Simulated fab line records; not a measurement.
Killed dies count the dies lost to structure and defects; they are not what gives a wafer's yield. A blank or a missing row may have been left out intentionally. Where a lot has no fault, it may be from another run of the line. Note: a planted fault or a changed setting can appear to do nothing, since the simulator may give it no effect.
2 desks, one fault | flow n5Finfet | numbers are kept per desk, each desk with only its own; the story behind them comes last

TOOL OWNER'S DESK, rieSi-06
The tool's own readings at N5_DUMMY_GATE_ETCH_44 (etches poly-Si in HBr/O2, stops on SiO2, target depth 127.5 nm): means of the sampled wafers that have a number, for each lot that ran on this tool. Any lot whose mean is over 4 standard deviations away from the usual mean is out of limits and marked OUT; that distance is given in the brackets.
Columns: A = HBr_flow_sccm at N5_DUMMY_GATE_ETCH_44, usual 120.0 sccm; B = O2_flow_sccm at N5_DUMMY_GATE_ETCH_44, usual 9.999 sccm; C = drypumpMotorCurrentA at N5_DUMMY_GATE_ETCH_44, usual 5.8 A; D = oesProductAu at N5_DUMMY_GATE_ETCH_44, usual 0.725 a.u.; E = throttleValvePct at N5_DUMMY_GATE_ETCH_44, usual 18.40 %
lot  | first seen here | A     | B     | C   | D     | E
L116 | day 4 05:41     | 120.0 | 9.987 | 5.8 | 0.730 | 18.35
L134 | day 8 19:17     | 120.0 | 9.981 | 5.7 | 0.731 | 18.21
This desk found nothing out of limits on any of the 2 lots.

AT THE METROLOGY DESK
What the gauges read, lot by lot, whatever tool the lot ran on: means of the sampled wafers that have a number. Any lot whose mean is over 4 standard deviations away from the usual mean is out of limits and marked OUT; that distance is given in the brackets. 7 of its 10 readings are shown, namely those furthest out on some lot.
Columns: A = DIBL_N at N5_BEOL_M4_RC_MEAS_101, usual 36.9 mV/V; B = DIBL_P at N5_BEOL_M4_RC_MEAS_101, usual 37.1 mV/V; C = IOFF_P at N5_BEOL_M4_RC_MEAS_101, usual 0.22 nA/um; D = ION_N at N5_BEOL_M4_RC_MEAS_101, usual 674 uA/um; E = SS_N at N5_BEOL_M4_RC_MEAS_101, usual 71.7 mV/dec; F = SS_P at N5_BEOL_M4_RC_MEAS_101, usual 73.5 mV/dec; G = VT_N at N5_BEOL_M4_RC_MEAS_101, usual 249 mV
lot  | first seen here | A    | B    | C    | D   | E    | F    | G
L111 | day 8 11:50     | 37.2 | 37.0 | 0.23 | 689 | 72.5 | 73.6 | 246
L113 | day 8 17:02     | 37.6 | 37.8 | 0.20 | 661 | 71.4 | 74.1 | 252
L115 | day 9 14:09     | 36.0 | 37.0 | 0.20 | 664 | 71.2 | 73.7 | 251
L116 | day 9 14:29     | 35.1 | 34.2 | 0.18 | 667 | 70.8 | 73.3 | 252
L123 | day 11 09:43    | 34.3 | 36.2 | 0.16 | 657 | 71.7 | 72.4 | 256
L134 | day 13 22:05    | 36.1 | 37.3 | 0.23 | 672 | 70.9 | 73.3 | 250
This desk found nothing out of limits on any of the 6 lots.

TAKEN TOGETHER
Nothing out of limits was seen by the tool owner's desk.
Metrology desk: nothing out of limits seen.

WHAT THE SIMULATOR HAD PUT IN
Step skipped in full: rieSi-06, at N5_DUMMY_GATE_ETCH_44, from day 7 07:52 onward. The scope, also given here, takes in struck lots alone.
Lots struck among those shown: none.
